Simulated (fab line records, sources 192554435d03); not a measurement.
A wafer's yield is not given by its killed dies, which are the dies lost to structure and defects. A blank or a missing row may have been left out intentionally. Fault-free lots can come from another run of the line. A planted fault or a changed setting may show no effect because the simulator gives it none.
fab line records	flow n5Finfet	part 1 of 2: steps 1 to 19 of 26
record: lots: 5	wafers: 15	lastDay: 18
route steps=1938 shown HKMG_FIN@446 GATE_CUT@465
lots with no fault: from the same line, run without faults
startH: start of the lot's first displayed wafer, in hours after the record's first day	waitH: time in hours since the lot's previous step	" the same as in the row above	L1.1+2: several wafers, shown together as one row	- no value, or no start given	* or withheld: withheld	< > ~ a bound
route shown NAME@n: NAME is a module with steps in the file, n the number in the route of the first one	usual: average and standard deviation across the fault-free wafers	same: alike in all rows	chamber/n: place in a boat	sites: the reading at each site	_std_site: standard deviation across them	_edge_site: outer sites' mean less inner sites'	radiusMm: how far each site lies from the wafer's centre	mask NAME#n: copy n	behind: the last tool/chamber to shape the wafer	hold: reason for holding the lot/hours on hold/outcome of the hold	device: whichever transistor did not switch (one of n, p or np)	end of line: at the end of the route, the tests of the same wafers	where a step has no rows: the recipe by itself	killed: the dies lost at the first sort to structure and to defects; this is not the yield of the wafer	map: a wafer's dies, x killed, . not, _ none there
set.NAME: the run value of the setting; set.NAME@STEP: its run value at that earlier step	model.NAME: the simulator's own value behind a step, which no gauge read
lots at selected steps of the route; one table per step, one row per wafer
services: from which hour (startH, from the record's first day; less than 0 if before it) a tool's chamber was out of use, for how many hours, and why
== steps ==
step: N5_HKMG_FIN_WET_ETCH_87
recipe: chemistry: SC1	target: TiN	mix: 1:2:40	tempC: 50	timeS: 154.2	targetDepthNm: 4.7	dry: ipaMarangoni	rinseTimeS: 30	rinseTempC: 23
lot.wafer	tool	chamber	startH	waitH
L076.2+5+6	wetBench-02	0,5,1	87.30	0.1
L080.2+4+6	wetBench-04	0,7,5	113.09	0.1
L089.3+5+6	wetBench-04	0,1,7	168.46	0.1
L094.2+3+5	wetBench-02	7,5,6	195.98	0.1
L095.1+4+5	wetBench-05	3,1,6	202.86	0.1
step: N5_HKMG_FIN_STRIP_88
recipe: chemistry: N2/H2	powerW: 2500	tempC: 300	h2Frac: 0.65	timeS: 360	pressureMtorr: withheld	n2FlowSccm: 1750	h2FlowSccm: 3250
usual: drypumpMotorCurrentA: 5.4/0.47	heaterPowerW: 469/32
lot.wafer	tool	chamber	startH	waitH	drypumpMotorCurrentA	heaterPowerW	rfHoursCounterH
L076.2	plasmaAsher-02	0	87.40	0.0	5.7	423	88
L076.5	"	1	"	"	5.0	480	-
L076.6	"	0	"	"	5.7	413	-
L080.2	plasmaAsher-02	1	113.18	0.0	5.0	476	92
L080.4	"	0	"	"	5.7	424	-
L080.6	"	0	"	"	5.7	420	-
L089.3	plasmaAsher-01	0	168.68	0.2	4.9	464	-
L089.5	"	1	"	"	6.0	496	-
L089.6	"	0	"	"	4.9	462	-
L094.2	plasmaAsher-01	1	196.08	0.0	6.0	500	62
L094.3	"	1	"	"	6.0	503	-
L094.5	"	1	"	"	6.0	507	-
L095.1	plasmaAsher-02	0	202.94	0.0	5.7	414	110
L095.4	"	0	"	"	5.7	414	-
L095.5	"	1	"	"	5.0	502	-
step: N5_HKMG_FIN_NWFM_ALD_20
recipe: material: TiAlC	targetThkA: 20	tempC: 300	aldPrecursorFamily: TiCl4	aldCoReactant: TEA	pulseTimeS: 3	purgeTimeS: 2	coReactantPurgeTimeS: 2	coReactantPulseTimeS: 10	aldCycles: 7	pressureTorr: 3
usual: heaterPowerW: 473/46	precursorPulseHeightRel: 1.000/0.02	susceptorTempC: 300.00/0.19
same: coReactantPurgeTimeS: 2
lot.wafer	tool	chamber	startH	waitH	heaterPowerW	precursorPulseHeightRel	susceptorTempC
L076.2	aldMetal-04	3	87.78	0.3	485	0.990	300.35
L076.5	"	2	"	"	425	1.001	299.86
L076.6	"	3	"	"	483	1.023	299.79
L080.2	aldMetal-04	2	113.57	0.3	433	1.024	299.90
L080.4	"	3	"	"	497	0.981	300.09
L080.6	"	2	"	"	430	1.002	299.71
L089.3	aldMetal-03	1	168.94	0.1	543	1.023	300.03
L089.5	"	1	"	"	565	0.994	299.92
L089.6	"	2	"	"	464	0.986	299.82
L094.2	aldMetal-02	3	196.46	0.3	433	1.050	300.04
L094.3	"	1	"	"	479	1.032	299.92
L094.5	"	3	"	"	439	1.013	299.96
L095.1	aldMetal-02	2	203.33	0.3	450	1.014	300.16
L095.4	"	0	"	"	458	0.983	299.85
L095.5	"	1	"	"	499	0.998	300.59
step: N5_HKMG_FIN_ALD_71
recipe: material: TiN	targetThkA: 10	tempC: 400	aldPrecursorFamily: TiCl4	aldCoReactant: NH3	pulseTimeS: 1	purgeTimeS: 3	coReactantPurgeTimeS: 2	coReactantPulseTimeS: 2	aldCycles: 47	pressureTorr: 3
usual: heaterPowerW: 846/82	precursorPulseHeightRel: 0.998/0.023	susceptorTempC: 400.04/0.21
same: coReactantPurgeTimeS: 2
lot.wafer	tool	chamber	startH	waitH	heaterPowerW	precursorPulseHeightRel	susceptorTempC
L076.2	aldMetal-04	3	87.88	0.0	879	0.978	399.47
L076.5	"	2	"	"	765	0.975	400.05
L076.6	"	3	"	"	889	1.027	399.74
L080.2	aldMetal-04	2	113.67	0.0	752	1.013	399.92
L080.4	"	3	"	"	873	0.998	399.93
L080.6	"	2	"	"	752	1.002	399.74
L089.3	aldMetal-03	1	169.04	0.0	988	1.004	400.11
L089.5	"	1	"	"	983	0.988	399.90
L089.6	"	2	"	"	844	1.003	400.07
L094.2	aldMetal-02	3	196.56	0.0	784	0.970	400.10
L094.3	"	1	"	"	899	1.019	399.74
L094.5	"	3	"	"	767	0.968	399.91
L095.1	aldMetal-02	2	203.43	0.0	805	0.971	400.09
L095.4	"	0	"	"	823	1.025	399.98
L095.5	"	1	"	"	912	0.989	400.02
step: N5_HKMG_FIN_COAT_66
recipe: resist: SOC	tempC: 250	timeS: 60	spinRpm: 1500	resistThkNm: 300
lot.wafer	tool	chamber	startH	waitH
L076.2+5+6	lithoTrack-01	0	88.16	0.2
L080.2+4+6	lithoTrack-02	0	113.95	0.2
L089.3+5+6	lithoTrack-02	0	169.32	0.2
L094.2+3+5	lithoTrack-05	0	196.84	0.2
L095.1+4+5	lithoTrack-02	0	203.70	0.2
step: N5_HKMG_FIN_ETCH_67
recipe: chemistry: N2/H2	target: SOC	targetDepthA: 3889	stopOn: TiN	ionEnergyEv: 100	biasW: 61	pressureMtorr: 30	sourceW: 850	n2FlowSccm: 200	h2FlowSccm: 200
usual: drypumpMotorCurrentA: 5.84/0.3	oesProductAu: 0.79/0.071	rfVppV: 240.5/1.5	showerheadPlenumPTorr: 2.53/0.087	throttleValvePct: 17.80/0.23
lot.wafer	tool	chamber	startH	waitH	drypumpMotorCurrentA	oesProductAu	rfHoursCounterH	rfVppV	showerheadPlenumPTorr	throttleValvePct
L076.2	rieDiel-01	1	88.22	-	5.96	0.70	200	239.4	2.53	17.81
L076.5	"	3	"	"	5.73	0.80	-	238.7	2.46	17.94
L076.6	"	2	"	"	6.22	0.72	-	240.8	2.53	17.72
L080.2	rieDiel-01	0	114.01	-	6.08	0.84	76	240.7	2.46	17.53
L080.4	"	1	"	"	5.95	0.69	207	241.0	2.53	17.81
L080.6	"	1	"	"	5.96	0.69	-	242.1	2.52	17.84
L089.3	rieDiel-01	3	169.65	-	5.77	0.77	116	240.9	2.45	17.99
L089.5	"	0	"	"	6.03	0.82	-	239.9	2.46	17.55
L089.6	"	3	"	"	5.74	0.78	-	239.7	2.45	18.00
L094.2	rieDiel-03	0	196.97	-	5.07	0.94	6	240.1	2.50	17.68
L094.3	"	1	"	"	6.35	0.91	15	241.5	2.50	17.45
L094.5	"	3	"	"	5.94	0.75	-	238.4	2.43	18.15
L095.1	rieDiel-01	3	203.77	-	5.73	0.76	128	238.8	2.45	18.02
L095.4	"	2	"	"	6.18	0.69	-	241.6	2.51	17.79
L095.5	"	0	"	"	6.04	0.80	-	240.2	2.45	17.58
step: N5_HKMG_FIN_STRIP_90
recipe: chemistry: N2/H2	material: SOC	timeS: 20	powerW: 500	tempC: 40	pressureMtorr: 50	rfFrequencyHz: 6e+07	biasPowerW: 8	h2Frac: 0.5	n2FlowSccm: 300	h2FlowSccm: 300
usual: drypumpMotorCurrentA: 5.85/0.3	oesProductAu: 0.80/0.073	rfVppV: 54.2/0.76	showerheadPlenumPTorr: 3.35/0.11	throttleValvePct: 19.01/0.23
lot.wafer	tool	chamber	startH	waitH	drypumpMotorCurrentA	oesProductAu	rfHoursCounterH	rfVppV	showerheadPlenumPTorr	throttleValvePct
L076.2	rieDiel-01	1	88.28	0.0	6.01	0.70	200	54.4	3.34	18.74
L076.5	"	3	"	"	5.77	0.81	-	53.7	3.26	19.09
L076.6	"	2	"	"	6.20	0.72	-	53.6	3.34	19.10
L080.2	rieDiel-01	0	114.07	0.0	6.11	0.85	76	53.4	3.26	18.97
L080.4	"	1	"	"	5.94	0.70	208	55.0	3.34	18.77
L080.6	"	1	"	"	5.96	0.70	-	55.9	3.34	18.77
L089.3	rieDiel-01	3	169.71	0.0	5.76	0.79	116	55.3	3.24	19.16
L089.5	"	0	"	"	6.04	0.83	-	54.7	3.25	19.01
L089.6	"	3	"	"	5.74	0.79	-	55.2	3.24	19.14
L094.2	rieDiel-03	0	197.03	0.0	5.08	0.95	6	53.5	3.30	18.87
L094.3	"	1	"	"	6.35	0.93	15	54.7	3.30	18.59
L094.5	"	3	"	"	5.95	0.76	-	54.6	3.22	19.67
L095.1	rieDiel-01	3	203.83	0.0	5.74	0.78	128	53.9	3.24	19.17
L095.4	"	2	"	"	6.20	0.70	-	54.5	3.32	19.18
L095.5	"	0	"	"	6.07	0.81	-	54.0	3.24	19.01
step: N5_HKMG_FIN_WET_ETCH_73
recipe: chemistry: SC1	mix: 1:2:40	tempC: 50	timeS: 42.3	targetDepthNm: 1.3	dry: ipaMarangoni	rinseTimeS: 30	rinseTempC: 23
lot.wafer	tool	chamber	startH	waitH
L076.2+5+6	wetBench-04	3,0,7	88.38	0.1
L080.2+4+6	wetBench-02	7,2,6	114.17	0.1
L089.3+5+6	wetBench-02	3,6,7	169.81	0.1
L094.2+3+5	wetBench-02	0,5,2	197.13	0.1
L095.1+4+5	wetBench-02	4,5,6	203.93	0.1
step: N5_HKMG_FIN_ETCHBACK_68
recipe: chemistry: Cl2/Ar	stopOn: HfO2	targetDepthA: 5	pressureMtorr: 10	icpW: 600	biasW: 60	Cl2_flow_sccm: 40	Ar_flow_sccm: 60
usual: drypumpMotorCurrentA: 5.7/0.35	mfcArSccm: 60.02/0.16	oesProductAu: 0.75/0.13	throttleValvePct: 20.95/0.17
lot.wafer	tool	chamber	startH	waitH	drypumpMotorCurrentA	mfcArSccm	oesProductAu	rfHoursCounterH	throttleValvePct
L076.2	rieMetal-01	1	88.44	0.0	6.2	59.89	0.65	94	20.80
L076.5	"	1	"	"	6.2	60.02	0.54	-	20.94
L076.6	"	0	"	"	6.1	60.08	0.58	-	21.08
L080.2	rieMetal-01	1	114.27	0.1	6.2	59.98	0.64	-	20.79
L080.4	"	1	"	"	6.2	59.95	0.65	-	20.78
L080.6	"	1	"	"	6.2	59.97	0.64	-	20.80
L089.3	rieMetal-02	0	169.95	0.1	5.3	59.76	0.74	-	21.11
L089.5	"	0	"	"	5.3	60.19	0.74	-	21.13
L089.6	"	1	"	"	5.7	60.14	0.98	-	20.87
L094.2	rieMetal-03	0	197.19	0.0	5.4	59.68	0.75	58	21.02
L094.3	"	1	"	"	5.6	59.85	0.88	-	20.76
L094.5	"	1	"	"	5.6	59.82	0.87	-	20.77
L095.1	rieMetal-02	1	203.99	0.0	5.7	60.15	0.95	3	20.88
L095.4	"	1	"	"	5.7	60.15	0.96	-	20.87
L095.5	"	1	"	"	5.7	59.93	0.95	-	20.87
step: N5_HKMG_FIN_STRIP_69
recipe: chemistry: N2/H2	powerW: 2500	tempC: 300	h2Frac: 0.65	timeS: 360	pressureMtorr: withheld	n2FlowSccm: 1750	h2FlowSccm: 3250
usual: drypumpMotorCurrentA: 5.4/0.44	heaterPowerW: 464/34
lot.wafer	tool	chamber	startH	waitH	drypumpMotorCurrentA	heaterPowerW	rfHoursCounterH
L076.2	plasmaAsher-01	0	88.58	0.1	4.9	455	41
L076.5	"	1	"	"	6.0	506	-
L076.6	"	0	"	"	5.0	448	-
L080.2	plasmaAsher-01	1	114.50	0.2	6.0	504	46
L080.4	"	0	"	"	5.0	462	-
L080.6	"	0	"	"	5.0	460	-
L089.3	plasmaAsher-02	0	170.17	0.2	5.8	438	-
L089.5	"	1	"	"	5.0	489	-
L089.6	"	0	"	"	5.7	421	-
L094.2	plasmaAsher-02	1	197.33	0.1	5.0	489	109
L094.3	"	0	"	"	5.7	424	-
L094.5	"	0	"	"	5.7	427	-
L095.1	plasmaAsher-02	0	204.13	0.1	5.7	423	110
L095.4	"	1	"	"	5.0	475	-
L095.5	"	1	"	"	5.0	496	-
step: N5_HKMG_FIN_ALD_21
recipe: material: TiN	targetThkA: 15	tempC: 400	aldPrecursorFamily: TiCl4	aldCoReactant: NH3	pulseTimeS: 1	purgeTimeS: 3	coReactantPurgeTimeS: 2	coReactantPulseTimeS: 2	aldCycles: 68	pressureTorr: 3
usual: heaterPowerW: 846/74	precursorPulseHeightRel: 1.000/0.019	susceptorTempC: 400.00/0.24
same: coReactantPurgeTimeS: 2
lot.wafer	tool	chamber	startH	waitH	heaterPowerW	precursorPulseHeightRel	susceptorTempC
L076.2	aldMetal-02	1	88.98	0.3	895	1.020	400.03
L076.5	"	3	"	"	800	0.978	399.46
L076.6	"	2	"	"	822	0.997	400.23
L080.2	aldMetal-03	2	114.95	0.3	800	0.996	399.71
L080.4	"	3	"	"	963	1.024	399.82
L080.6	"	2	"	"	863	1.056	400.07
L089.3	aldMetal-04	2	170.43	0.1	778	1.033	400.26
L089.5	"	1	"	"	961	1.010	400.02
L089.6	"	0	"	"	804	0.999	399.90
L094.2	aldMetal-04	0	197.72	0.3	803	1.022	400.28
L094.3	"	2	"	"	769	0.995	399.94
L094.5	"	0	"	"	794	0.991	399.73
L095.1	aldMetal-03	2	204.51	0.3	832	0.944	399.97
L095.4	"	3	"	"	972	1.000	400.12
L095.5	"	3	"	"	963	0.995	400.44
step: N5_HKMG_FIN_ALD_72
recipe: material: W	targetThkA: 20	tempC: 300	pressureTorr: 7.5	aldPrecursorFamily: WF6	aldCoReactant: B2H6	pulseTimeS: 1	purgeTimeS: 2	coReactantPurgeTimeS: 2	coReactantPulseTimeS: 3	aldCycles: 7
usual: heaterPowerW: 456/38	precursorPulseHeightRel: 0.995/0.019	susceptorTempC: 300.01/0.21
same: coReactantPurgeTimeS: 2
lot.wafer	tool	chamber	startH	waitH	heaterPowerW	precursorPulseHeightRel	susceptorTempC
L076.2	cvdW-02	0	89.34	0.2	430	1.020	300.11
L076.5	"	1	"	"	428	1.002	299.90
L076.6	"	0	"	"	433	1.009	300.19
L080.2	cvdW-02	0	115.31	0.2	437	1.007	300.32
L080.4	"	0	"	"	414	1.016	300.18
L080.6	"	1	"	"	430	1.007	300.07
L089.3	cvdW-01	1	170.81	0.2	505	0.966	300.03
L089.5	"	1	"	"	516	1.014	300.05
L089.6	"	0	"	"	445	0.984	299.83
L094.2	cvdW-01	1	198.08	0.2	512	0.969	300.05
L094.3	"	0	"	"	435	0.984	300.16
L094.5	"	0	"	"	430	0.967	300.14
L095.1	cvdW-01	0	204.87	0.2	435	1.002	299.80
L095.4	"	0	"	"	428	1.015	299.58
L095.5	"	1	"	"	511	1.005	300.23
step: N5_HKMG_FIN_W_FILL_22
recipe: material: W	targetThkA: 600	tempC: 400	pressureTorr: 39.4	timeS: 18.2
usual: heaterPowerW: 815/71	susceptorTempC: 400.01/0.23	throttleValvePct: 19.0/0.58
lot.wafer	tool	chamber	startH	waitH	heaterPowerW	susceptorTempC	throttleValvePct
L076.2	cvdW-02	0	89.40	0.0	772	400.04	18.6
L076.5	"	1	"	"	754	399.93	18.9
L076.6	"	0	"	"	762	400.21	18.5
L080.2	cvdW-02	0	115.37	0.0	769	400.20	18.5
L080.4	"	0	"	"	756	400.09	18.6
L080.6	"	1	"	"	770	400.07	19.1
L089.3	cvdW-01	1	170.86	0.0	926	400.05	19.8
L089.5	"	1	"	"	925	400.00	19.7
L089.6	"	0	"	"	776	400.48	18.4
L094.2	cvdW-01	1	198.14	0.0	934	400.23	19.8
L094.3	"	0	"	"	782	399.55	18.6
L094.5	"	0	"	"	781	399.80	18.1
L095.1	cvdW-01	0	204.93	0.0	781	399.89	18.3
L095.4	"	0	"	"	769	399.93	18.6
L095.5	"	1	"	"	912	399.81	19.6
step: N5_HKMG_FIN_PRECLEAN_83
recipe: chemistry: DIW	timeS: 57.5	tempC: 23
lot.wafer	tool	chamber	startH	waitH
L076.2+5+6	wetBench-05	3,2,6	89.46	0.0
L080.2+4+6	wetBench-02	4,2,3	115.43	0.0
L089.3+5+6	wetBench-04	5,1,2	170.91	0.0
L094.2+3+5	wetBench-05	6,4,5	198.20	0.0
L095.1+4+5	wetBench-04	4,1,7	204.99	0.0
step: N5_HKMG_FIN_SRD_84
recipe: dryTimeS: 32	dry: n2Spin	spinRpm: 1500
lot.wafer	tool	chamber	startH	waitH
L076.2+5+6	wetBench-05	3,2,6	89.48	0.0
L080.2+4+6	wetBench-02	4,2,3	115.45	0.0
L089.3+5+6	wetBench-04	5,1,2	170.93	0.0
L094.2+3+5	wetBench-05	6,4,5	198.22	0.0
L095.1+4+5	wetBench-04	4,1,7	205.01	0.0
step: N5_HKMG_FIN_CMP_23
recipe: stopOn: SiNx	tOverpolishS: 10	postCmpClean: rinseOnly	downForcePsi: 4	platenRpm: 50.289	padVelocityMS: 1.0006	targetThkNm: 46.326
usual: motorCurrentA: 12.2/1.6	overpolishRunS: 9.999/0.0092	timeToEndpointS: 11.8/1.9
lot.wafer	tool	chamber	startH	waitH	motorCurrentA	overpolishRunS	timeToEndpointS
L076.2	cmp-03	0	89.59	0.1	11.0	10.000	14.9
L076.6	"	3	"	"	16.0	9.989	14.0
L076.5	"	0	"	"	11.6	10.009	13.9
L080.2	cmp-01	2	115.64	0.2	11.3	9.998	11.0
L080.4	"	3	"	"	12.4	9.993	11.7
L080.6	"	1	"	"	12.1	9.999	9.2
L089.3	cmp-03	0	170.97	0.0	11.1	10.006	6.9
L089.5	"	0	"	"	10.9	10.001	9.0
L089.6	"	1	"	"	11.6	9.995	7.9
L094.3	cmp-03	3	198.25	0.0	15.8	10.020	12.7
L094.2	"	0	"	"	11.3	10.007	13.7
L094.5	"	3	"	"	16.2	9.991	11.1
L095.4	cmp-02	0	205.12	0.1	10.8	10.008	9.7
L095.1	"	1	"	"	12.1	9.986	12.6
L095.5	"	3	"	"	11.5	10.002	13.6
step: N5_HKMG_FIN_CMP_94
recipe: stopOn: SiNx	postCmpClean: wDiluteNh4oh	tOverpolishS: 4.7	downForcePsi: 4	platenRpm: 50.289	padVelocityMS: 1.0006	targetThkNm: 43.299
usual: motorCurrentA: 12.2/1.6
lot.wafer	tool	chamber	startH	waitH	motorCurrentA
L076.2	cmp-03	0	90.02	0.3	11.7
L076.6	"	3	"	"	15.9
L076.5	"	0	"	"	11.6
L080.2	cmp-01	2	116.02	0.3	11.3
L080.4	"	3	"	"	12.6
L080.6	"	1	"	"	12.7
L089.3	cmp-03	0	171.45	0.4	11.6
L089.5	"	0	"	"	11.1
L089.6	"	1	"	"	12.0
L094.3	cmp-03	3	198.73	0.4	16.4
L094.2	"	0	"	"	11.0
L094.5	"	3	"	"	16.0
L095.4	cmp-02	0	205.55	0.3	11.0
L095.1	"	1	"	"	13.2
L095.5	"	3	"	"	11.4
step: N5_HKMG_FIN_INSPECT_28
recipe: inspectInstrument: darkfield	mode: postCmp
usual: rawDefectCount: 39/15
lot.wafer	tool	chamber	startH	waitH	rawDefectCount
L076.2	defectInspect-01	-	90.22	0.0	30
L076.5	"	-	"	"	32
L076.6	"	-	"	"	46
L080.2	defectInspect-02	-	116.19	0.0	19
L080.4	"	-	"	"	32
L080.6	"	-	"	"	41
L089.3	defectInspect-01	-	171.68	0.0	24
L089.5	"	-	"	"	28
L089.6	"	-	"	"	29
L094.2	defectInspect-02	-	198.96	0.0	63
L094.3	"	-	"	"	84
L094.5	"	-	"	"	59
L095.1	defectInspect-01	-	205.76	0.0	46
L095.4	"	-	"	"	48
L095.5	"	-	"	"	54
step: N5_GATE_CUT_ETCHBACK_00
recipe: chemistry: SF6/Cl2	target: W	pressureMtorr: 8	icpW: 900	biasW: 80	SF6_flow_sccm: 40	Cl2_flow_sccm: 60
usual: drypumpMotorCurrentA: 5.7/0.34	oesProductAu: 0.76/0.13	throttleValvePct: 27.55/0.17
lot.wafer	tool	chamber	startH	waitH	drypumpMotorCurrentA	oesProductAu	rfHoursCounterH	throttleValvePct
L076.2	rieMetal-03	1	90.26	0.0	5.6	0.98	0	27.38
L076.5	"	0	"	"	5.5	0.77	-	27.66
L076.6	"	1	"	"	5.6	0.98	-	27.36
L080.2	rieMetal-01	1	116.26	0.1	6.2	0.65	-	27.37
L080.4	"	1	"	"	6.2	0.65	-	27.36
L080.6	"	1	"	"	6.2	0.65	-	27.37
L089.3	rieMetal-01	0	171.75	0.1	6.1	0.94	-	27.46
L089.5	"	1	"	"	6.2	0.64	-	27.38
L089.6	"	0	"	"	6.1	0.93	-	27.46
L094.2	rieMetal-01	1	199.00	0.0	6.2	0.63	106	27.38
L094.3	"	0	"	"	6.2	0.91	-	27.46
L094.5	"	0	"	"	6.1	0.91	-	27.45
L095.1	rieMetal-03	1	205.79	0.0	5.6	0.88	9	27.38
L095.4	"	0	"	"	5.5	0.76	-	27.68
L095.5	"	0	"	"	5.5	0.75	-	27.66
